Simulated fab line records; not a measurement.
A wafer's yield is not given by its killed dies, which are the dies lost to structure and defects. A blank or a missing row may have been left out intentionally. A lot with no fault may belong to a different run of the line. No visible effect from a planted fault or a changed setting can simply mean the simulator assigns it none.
Which of the tools did it? / flow nand harc / 14 lots, 42 wafers sampled, at 3 steps of a route of 1302

WHAT THE GAUGES SHOWED, per wafer
No reading from a measuring or inspecting step in the record can be judged against a usual standard deviation.

EACH LOT AND THE TOOL THAT RAN IT (in order: tool; ch and the chambers of the sampled wafers; start)
lot=L573; NHARC_P_BONDPAD_STRIP_15=rie diel-13 ch 0,1,3, day 7 06:23; NHARC_P_BONDPAD_ETCH_24=rie diel-13 ch 1,2,3, day 7 06:32; NHARC_P_BONDPAD_DEGAS_25=pvd sputter-03, day 7 06:56
lot=L572; NHARC_P_BONDPAD_STRIP_15=rie diel-07 ch 2,3, day 7 07:52; NHARC_P_BONDPAD_ETCH_24=rie diel-07 ch 1,2,3, day 7 08:04; NHARC_P_BONDPAD_DEGAS_25=pvd sputter-02, day 7 08:28
lot=L575; NHARC_P_BONDPAD_STRIP_15=rie diel-07 ch 0,1,3, day 8 00:08; NHARC_P_BONDPAD_ETCH_24=rie diel-07 ch 0,1,3, day 8 00:17; NHARC_P_BONDPAD_DEGAS_25=pvd sputter-03, day 8 00:41
lot=L574; NHARC_P_BONDPAD_STRIP_15=rie diel-09 ch 0,1,3, day 8 00:35; NHARC_P_BONDPAD_ETCH_24=rie diel-09 ch 0,1,3, day 8 00:43; NHARC_P_BONDPAD_DEGAS_25=pvd sputter-02, day 8 01:06
lot=L576; NHARC_P_BONDPAD_STRIP_15=rie diel-13 ch 0,2,3, day 8 12:55; NHARC_P_BONDPAD_ETCH_24=rie diel-13 ch 0,1, day 8 13:04; NHARC_P_BONDPAD_DEGAS_25=pvd sputter-02, day 8 13:29
lot=L577; NHARC_P_BONDPAD_STRIP_15=rie diel-07 ch 0,2,3, day 9 03:04; NHARC_P_BONDPAD_ETCH_24=rie diel-07 ch 0,1,2, day 9 03:11; NHARC_P_BONDPAD_DEGAS_25=pvd sputter-03, day 9 03:35
lot=L578; NHARC_P_BONDPAD_STRIP_15=rie diel-07 ch 1,2,3, day 9 05:14; NHARC_P_BONDPAD_ETCH_24=rie diel-07 ch 0,2,3, day 9 05:22; NHARC_P_BONDPAD_DEGAS_25=pvd sputter-02, day 9 05:46
lot=L580; NHARC_P_BONDPAD_STRIP_15=rie diel-07 ch 2,3, day 10 00:43; NHARC_P_BONDPAD_ETCH_24=rie diel-07 ch 0,2,3, day 10 00:52; NHARC_P_BONDPAD_DEGAS_25=pvd sputter-03, day 10 01:16
lot=L583; NHARC_P_BONDPAD_STRIP_15=rie diel-07 ch 0,1,3, day 11 05:23; NHARC_P_BONDPAD_ETCH_24=rie diel-07 ch 0,2, day 11 05:32; NHARC_P_BONDPAD_DEGAS_25=pvd sputter-01, day 11 05:56
lot=L589; NHARC_P_BONDPAD_STRIP_15=rie diel-13 ch 2,3, day 13 23:14; NHARC_P_BONDPAD_ETCH_24=rie diel-13 ch 1,2, day 13 23:23; NHARC_P_BONDPAD_DEGAS_25=pvd sputter-03, day 13 23:49
lot=L591; NHARC_P_BONDPAD_STRIP_15=rie diel-07 ch 0,1,3, day 14 13:17; NHARC_P_BONDPAD_ETCH_24=rie diel-07 ch 0,1,2, day 14 13:25; NHARC_P_BONDPAD_DEGAS_25=pvd sputter-01, day 14 13:48
lot=L593; NHARC_P_BONDPAD_STRIP_15=rie diel-07 ch 0,1,2, day 15 06:44; NHARC_P_BONDPAD_ETCH_24=rie diel-07 ch 1,2, day 15 06:51; NHARC_P_BONDPAD_DEGAS_25=pvd sputter-03, day 15 07:15
lot=L594; NHARC_P_BONDPAD_STRIP_15=rie diel-07 ch 0,1, day 15 20:25; NHARC_P_BONDPAD_ETCH_24=rie diel-07 ch 0,1, day 15 20:35; NHARC_P_BONDPAD_DEGAS_25=pvd sputter-02, day 15 21:00
lot=L595; NHARC_P_BONDPAD_STRIP_15=rie diel-07 ch 0,1,2, day 16 11:23; NHARC_P_BONDPAD_ETCH_24=rie diel-07 ch 1,2, day 16 11:32; NHARC_P_BONDPAD_DEGAS_25=pvd sputter-03, day 16 11:56
- NHARC_P_BONDPAD_STRIP_15: strips in O2.
- NHARC_P_BONDPAD_ETCH_24: etches the open film in CF4/N2, target depth 30 nm, time 72.99 s.
- NHARC_P_BONDPAD_DEGAS_25: time 60 s.

AS READ BY THE TOOLS THEMSELVES (means over the sampled wafers that have a number; for cases with no such wafer, the mark the record gives instead)
NHARC_P_BONDPAD_STRIP_15.
lot=L573; tool=rie diel-13; drypump motor current A (A)=5.9; oes product au (a.u.)=1.008; rf vpp V (V)=57.1; showerhead plenum p Torr (Torr)=3.57; throttle valve pct (%)=17.044
lot=L572; tool=rie diel-07; drypump motor current A (A)=5.2; oes product au (a.u.)=1.004; rf vpp V (V)=58.2; showerhead plenum p Torr (Torr)=3.66; throttle valve pct (%)=17.032
lot=L575; tool=rie diel-07; drypump motor current A (A)=6.2; oes product au (a.u.)=0.996; rf vpp V (V)=57.5; showerhead plenum p Torr (Torr)=3.65; throttle valve pct (%)=17.027
lot=L574; tool=rie diel-09; drypump motor current A (A)=5.5; oes product au (a.u.)=0.996; rf vpp V (V)=58.6; showerhead plenum p Torr (Torr)=3.69; throttle valve pct (%)=17.040
lot=L576; tool=rie diel-13; drypump motor current A (A)=5.6; oes product au (a.u.)=0.996; rf vpp V (V)=57.4; showerhead plenum p Torr (Torr)=3.50; throttle valve pct (%)=17.044
lot=L577; tool=rie diel-07; drypump motor current A (A)=5.6; oes product au (a.u.)=1.001; rf vpp V (V)=57.5; showerhead plenum p Torr (Torr)=3.63; throttle valve pct (%)=17.030
lot=L578; tool=rie diel-07; drypump motor current A (A)=5.8; oes product au (a.u.)=1.005; rf vpp V (V)=58.8; showerhead plenum p Torr (Torr)=3.68; throttle valve pct (%)=17.035
lot=L580; tool=rie diel-07; drypump motor current A (A)=5.2; oes product au (a.u.)=0.998; rf vpp V (V)=57.7; showerhead plenum p Torr (Torr)=3.66; throttle valve pct (%)=17.042
lot=L583; tool=rie diel-07; drypump motor current A (A)=6.2; oes product au (a.u.)=1.014; rf vpp V (V)=58.3; showerhead plenum p Torr (Torr)=3.65; throttle valve pct (%)=17.024
lot=L589; tool=rie diel-13; drypump motor current A (A)=5.0; oes product au (a.u.)=1.002; rf vpp V (V)=57.8; showerhead plenum p Torr (Torr)=3.48; throttle valve pct (%)=17.039
lot=L591; tool=rie diel-07; drypump motor current A (A)=6.2; oes product au (a.u.)=1.006; rf vpp V (V)=57.7; showerhead plenum p Torr (Torr)=3.65; throttle valve pct (%)=17.035
lot=L593; tool=rie diel-07; drypump motor current A (A)=5.6; oes product au (a.u.)=0.997; rf vpp V (V)=58.6; showerhead plenum p Torr (Torr)=3.68; throttle valve pct (%)=17.033
lot=L594; tool=rie diel-07; drypump motor current A (A)=6.2; oes product au (a.u.)=1.010; rf vpp V (V)=58.9; showerhead plenum p Torr (Torr)=3.70; throttle valve pct (%)=17.049
lot=L595; tool=rie diel-07; drypump motor current A (A)=5.6; oes product au (a.u.)=0.994; rf vpp V (V)=59.0; showerhead plenum p Torr (Torr)=3.68; throttle valve pct (%)=17.035

NHARC_P_BONDPAD_ETCH_24.
lot=L573; tool=rie diel-13; drypump motor current A (A)=5.3; oes product au (a.u.)=1.006; rf fwd power W (W)=298.7; rf vpp V (V)=314.7; showerhead plenum p Torr (Torr)=2.65; throttle valve pct (%)=19.790
lot=L572; tool=rie diel-07; drypump motor current A (A)=5.8; oes product au (a.u.)=0.996; rf fwd power W (W)=295.9; rf vpp V (V)=316.3; showerhead plenum p Torr (Torr)=2.74; throttle valve pct (%)=19.790
lot=L575; tool=rie diel-07; drypump motor current A (A)=6.2; oes product au (a.u.)=0.999; rf fwd power W (W)=296.3; rf vpp V (V)=315.6; showerhead plenum p Torr (Torr)=2.72; throttle valve pct (%)=19.790
lot=L574; tool=rie diel-09; drypump motor current A (A)=5.5; oes product au (a.u.)=1.001; rf fwd power W (W)=298.7; rf vpp V (V)=316.5; showerhead plenum p Torr (Torr)=2.75; throttle valve pct (%)=19.791
lot=L576; tool=rie diel-13; drypump motor current A (A)=5.9; oes product au (a.u.)=1.000; rf fwd power W (W)=298.3; rf vpp V (V)=315.5; showerhead plenum p Torr (Torr)=2.75; throttle valve pct (%)=19.793
lot=L577; tool=rie diel-07; drypump motor current A (A)=5.6; oes product au (a.u.)=0.997; rf fwd power W (W)=296.5; rf vpp V (V)=316.4; showerhead plenum p Torr (Torr)=2.74; throttle valve pct (%)=19.791
lot=L578; tool=rie diel-07; drypump motor current A (A)=5.6; oes product au (a.u.)=0.991; rf fwd power W (W)=297.6; rf vpp V (V)=315.9; showerhead plenum p Torr (Torr)=2.70; throttle valve pct (%)=19.807
lot=L580; tool=rie diel-07; drypump motor current A (A)=5.6; oes product au (a.u.)=0.749; rf fwd power W (W)=176.9; rf vpp V (V)=315.9; showerhead plenum p Torr (Torr)=2.70; throttle valve pct (%)=19.795
lot=L583; tool=rie diel-07; drypump motor current A (A)=5.4; oes product au (a.u.)=0.750; rf fwd power W (W)=177.8; rf vpp V (V)=315.9; showerhead plenum p Torr (Torr)=2.71; throttle valve pct (%)=19.795
lot=L589; tool=rie diel-13; drypump motor current A (A)=5.3; oes product au (a.u.)=1.004; rf fwd power W (W)=298.0; rf vpp V (V)=316.5; showerhead plenum p Torr (Torr)=2.73; throttle valve pct (%)=19.800
lot=L591; tool=rie diel-07; drypump motor current A (A)=5.6; oes product au (a.u.)=1.002; rf fwd power W (W)=297.3; rf vpp V (V)=316.1; showerhead plenum p Torr (Torr)=2.74; throttle valve pct (%)=19.800
lot=L593; tool=rie diel-07; drypump motor current A (A)=5.2; oes product au (a.u.)=0.997; rf fwd power W (W)=296.5; rf vpp V (V)=316.3; showerhead plenum p Torr (Torr)=2.76; throttle valve pct (%)=19.794
lot=L594; tool=rie diel-07; drypump motor current A (A)=6.0; oes product au (a.u.)=1.007; rf fwd power W (W)=297.5; rf vpp V (V)=315.8; showerhead plenum p Torr (Torr)=2.72; throttle valve pct (%)=19.794
lot=L595; tool=rie diel-07; drypump motor current A (A)=5.8; oes product au (a.u.)=0.997; rf fwd power W (W)=295.9; rf vpp V (V)=316.4; showerhead plenum p Torr (Torr)=2.77; throttle valve pct (%)=19.798

NHARC_P_BONDPAD_DEGAS_25.
lot=L573; tool=pvd sputter-03; heater power w (W)=482
lot=L572; tool=pvd sputter-02; heater power w (W)=420
lot=L575; tool=pvd sputter-03; heater power w (W)=488
lot=L574; tool=pvd sputter-02; heater power w (W)=429
lot=L576; tool=pvd sputter-02; heater power w (W)=447
lot=L577; tool=pvd sputter-03; heater power w (W)=464
lot=L578; tool=pvd sputter-02; heater power w (W)=431
lot=L580; tool=pvd sputter-03; heater power w (W)=473
lot=L583; tool=pvd sputter-01; heater power w (W)=426
lot=L589; tool=pvd sputter-03; heater power w (W)=469
lot=L591; tool=pvd sputter-01; heater power w (W)=421
lot=L593; tool=pvd sputter-03; heater power w (W)=456
lot=L594; tool=pvd sputter-02; heater power w (W)=456
lot=L595; tool=pvd sputter-03; heater power w (W)=453

THE ANSWER, worked out from the rows above alone
Rule: usual is defined by the lots themselves. Put in order of their means at a reading, lots are off if they are a third of the lots or fewer, leave a main group of 4 or more, and stand apart from it by a gap of 3 or more times the standard deviation of the main group's means; of several such gaps the widest counts. Not used: any main group whose means are identical at the precision the tables above print for the reading. Also off: a lot with no number at a reading for which 4 or more lots have one. All remaining lots with rows at the step are treated as sound. The gauges are gone through in route order, then the tools' own readings, and for those a lot's mean is taken as printed above. At the first step where some lot is off, the reading lying furthest off is the one used; lots without a number count as furthest.
Off: L580, L583, at NHARC_P_BONDPAD_ETCH_24 (rf fwd power W). Mean 297.3 W and standard deviation 0.99 in the main group.
If a tool, at that step or one of the process steps before it, ran each lot that is off and ran no sound lot following the first of them, it fits. Not one of the candidates tried fits.

WHAT THE SIMULATOR HAD PUT IN
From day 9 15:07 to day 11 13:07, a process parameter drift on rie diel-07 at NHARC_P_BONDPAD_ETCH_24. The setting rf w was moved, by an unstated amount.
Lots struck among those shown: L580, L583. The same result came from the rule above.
